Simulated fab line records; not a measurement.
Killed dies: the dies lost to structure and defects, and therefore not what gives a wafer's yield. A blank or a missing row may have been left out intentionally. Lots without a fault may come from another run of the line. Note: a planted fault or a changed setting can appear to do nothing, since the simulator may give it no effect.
The same fault as seen by 2 desks | flow n5_finfet | only its own numbers are on each desk; what lay behind them is given at the end

## FROM THE METROLOGY DESK
What the gauges read, lot by lot, whatever tool the lot ran on: means of the sampled wafers that have a number. The brackets show how far a lot's mean lies from the usual mean; more than 4 standard deviations puts the lot out of limits, marked OUT.
Columns: A = M10_RS at N5_BEOL_M10_RS_MEAS_57, usual 0.1502 ohm/sq; B = M11_OVL at N5_BEOL_M11_OVL_MEAS_12, usual 0.6 nm
lot  | first seen here | A      | B
L371 | day 10 06:04    | 0.1493 | 0.6
L373 | day 11 00:46    | 0.1515 | -0.2
L376 | day 11 20:38    | 0.1525 | -0.2
L377 | day 12 09:44    | 0.1509 | 2.1
L378 | day 12 11:35    | 0.1474 | -0.3
L379 | day 12 16:20    | 0.1502 | 1.8
L383 | day 13 07:45    | 0.1505 | 0.5
L385 | day 13 19:40    | 0.1494 | 0.3
L387 | day 14 05:53    | 0.1516 | 0.1
L392 | day 15 16:49    | 0.1529 | 0.1
L391 | day 15 17:57    | 0.1490 | 1.9
This desk's verdict: no lot among the 11 shows anything out of limits.

## TOOL OWNER'S DESK, rie_diel-03
The tool's own readings at N5_BEOL_M11_ETCH_66 (etches SOC in N2/H2, target depth 120 nm, overetch 24 nm, time 180 s): means of the sampled wafers that have a number, for each lot that ran on this tool. The brackets show how far a lot's mean lies from the usual mean; more than 4 standard deviations puts the lot out of limits, marked OUT.
Columns: A = bias_w at N5_BEOL_M11_ETCH_66, usual 150.0 W; B = drypump_motor_current_A at N5_BEOL_M11_ETCH_66, usual 5.7 A; C = oes_product_au at N5_BEOL_M11_ETCH_66, usual 0.64 a.u.; D = rf_vpp_V at N5_BEOL_M11_ETCH_66, usual 523.8 V; E = run_length_s at N5_BEOL_M11_ETCH_66, usual 203.4 s; F = showerhead_plenum_p_Torr at N5_BEOL_M11_ETCH_66, usual 2.54 Torr; G = throttle_valve_pct at N5_BEOL_M11_ETCH_66, usual 17.76 %
lot  | first seen here | A     | B   | C    | D     | E               | F    | G
L371 | day 10 09:02    | 150.6 | 5.9 | 0.62 | 521.4 | 203.7           | 2.48 | 17.65
L377 | day 12 13:54    | 150.2 | 6.2 | 0.63 | 523.6 | 203.3           | 2.55 | 17.71
L378 | day 12 16:59    | 149.9 | 6.2 | 0.63 | 524.2 | 203.4           | 2.55 | 17.72
L385 | day 14 03:44    | 150.2 | 6.2 | 0.59 | 523.0 | 241.6 (+75) OUT | 2.48 | 17.62
This desk's verdict: out of limits on L385, starting with L385 at day 14 03:44 (run_length_s at N5_BEOL_M11_ETCH_66). L371, L377, L378: within limits.

## ALL TOGETHER
The tool owner's desk could have raised an alarm at day 14 03:44, on L385.
Nothing out of limits was seen by the metrology desk.
The metrology desk holds a record of L385, inside its limits.
Of the lots named, all ran N5_BEOL_M11_ETCH_66 on rie_diel-03.

## WHAT THE SIMULATOR HAD INSERTED
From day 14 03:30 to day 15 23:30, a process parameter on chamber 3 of rie_diel-03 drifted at N5_BEOL_M11_ETCH_66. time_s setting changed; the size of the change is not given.
Struck lots among those shown: L385.
How many hours passed from the start of the fault until each desk's first out-of-limits reading: the tool owner's desk, 0.
